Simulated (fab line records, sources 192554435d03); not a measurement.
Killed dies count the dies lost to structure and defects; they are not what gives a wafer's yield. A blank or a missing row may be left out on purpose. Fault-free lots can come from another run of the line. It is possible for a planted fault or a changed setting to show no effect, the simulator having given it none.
Code-filled problem report in 8D (eight disciplines) form	flow n5Finfet	the parts of the form that need people (team, actions taken, sign-off) are left out

1. WHAT IS WRONG
Mean of trenchDepthNm at N5_STI_FIN_REVEAL_FIN_H_MEAS_10: 65.3 nm across 3 wafers in 2 lots; on wafers with no fault it is 52.2 nm (standard deviation 0.59). That is +22 standard deviations from the usual mean.
First observed at day 7 00:41: wafer L788.2, on ocd-02. Wafers with a number at this step in the record: 27, from 9 lots. Rule for "out", or "out of limits": more than 4 standard deviations from the usual mean. The rest of the wafers with a number are treated as sound.

2. WHAT IT IS, AND WHAT IT ISN'T
question	is	is not
which readings at this step	trenchDepthNm	-
which lots	L788, L790	L770, L774, L776, L781, L789, L791, L793
which wafers of those lots	L788.2, L788.5, L790.2	L788.6, L790.1, L790.3
read on which gauges	ocd-02	ocd-01
when	from day 7 00:41	up to then (13 sound wafers); but 11 sound wafers of L789, L790, L791, L793 came after

3. SUSPECTS, AND WHAT RULES EACH OUT
Counting: any tool at a process step up to the reading remains a suspect provided it ran every lot that is out. Sound lots after the first of them don't rule it out here, since some wafers of a struck lot are sound.
- the gauge at N5_STI_FIN_REVEAL_FIN_H_MEAS_10 has been ruled out. All the wafers that are out were read on ocd-02, but those of them that N5_BEOL_M4_RC_MEAS_101 has rows for are out there too, on other tools.
- rieDiel-04 at N5_STI_FIN_REVEAL_ETCHBACK_08 (etches SiO2 in C4F6/O2, target depth 30.5 nm, time 10.167 s): kept. It processed each lot that is out (first: L788, day 6 21:41); up to then, its last sound lot is L781 (day 5 03:29).
- plasmaAsher-01 at N5_STI_FIN_REVEAL_OXIDATION_31 (chemistry O2 PLASMA REMOTE, time 20 s): kept. It processed each lot that is out (first: L788, day 7 00:08); up to then, its last sound lot is L781 (day 5 06:07).
- rieDiel-04, N5_STI_FIN_REVEAL_ETCHBACK_08: wafers that are out in chamber 1, sound lot-mates in chambers 0, 2.
Left after counting: rieDiel-04 at N5_STI_FIN_REVEAL_ETCHBACK_08, plasmaAsher-01 at N5_STI_FIN_REVEAL_OXIDATION_31.

4. THE CAUSE (what the simulator had put in)
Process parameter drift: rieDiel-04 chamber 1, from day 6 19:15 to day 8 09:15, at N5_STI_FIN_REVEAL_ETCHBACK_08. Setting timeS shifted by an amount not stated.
Counting leaves 2 suspects; this tool is one of them.

5. THE CHAIN OF EFFECTS, in route order
Each row: a reading whose mean over the struck wafers that have a number lies more than 3 standard deviations from the usual. Readings are gone through only where the record gives a usual standard deviation; hours: the median, over the lots, of the time from a lot's start at the first step in this table giving one to that lot's start at this step; sigmas: the change measured in usual standard deviations.
hours	step	reading	usual	on struck wafers	change	sigmas
0	N5_STI_FIN_REVEAL_FIN_H_MEAS_10	trenchDepthNm	52.2 nm	65.3	+13.1	+22
141	N5_BEOL_M4_RC_MEAS_101	ION_N	677 uA/um	733	+56	+6.6

6. WHAT WOULD HAVE CAUGHT IT SOONER
The first out-of-limits reading at a measuring or inspecting step in this record came at day 7 00:41, 5 hours after the fault's start at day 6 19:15.
Tool readings at N5_STI_FIN_REVEAL_ETCHBACK_08 with a usual standard deviation given in the record: none out on any struck wafer, hence no alarm at a limit of 4 standard deviations on them.
Of the lots that are out (2), L790 began N5_STI_FIN_REVEAL_ETCHBACK_08 on rieDiel-04 after day 7 00:41. A hold on the tool at that time would have spared it.
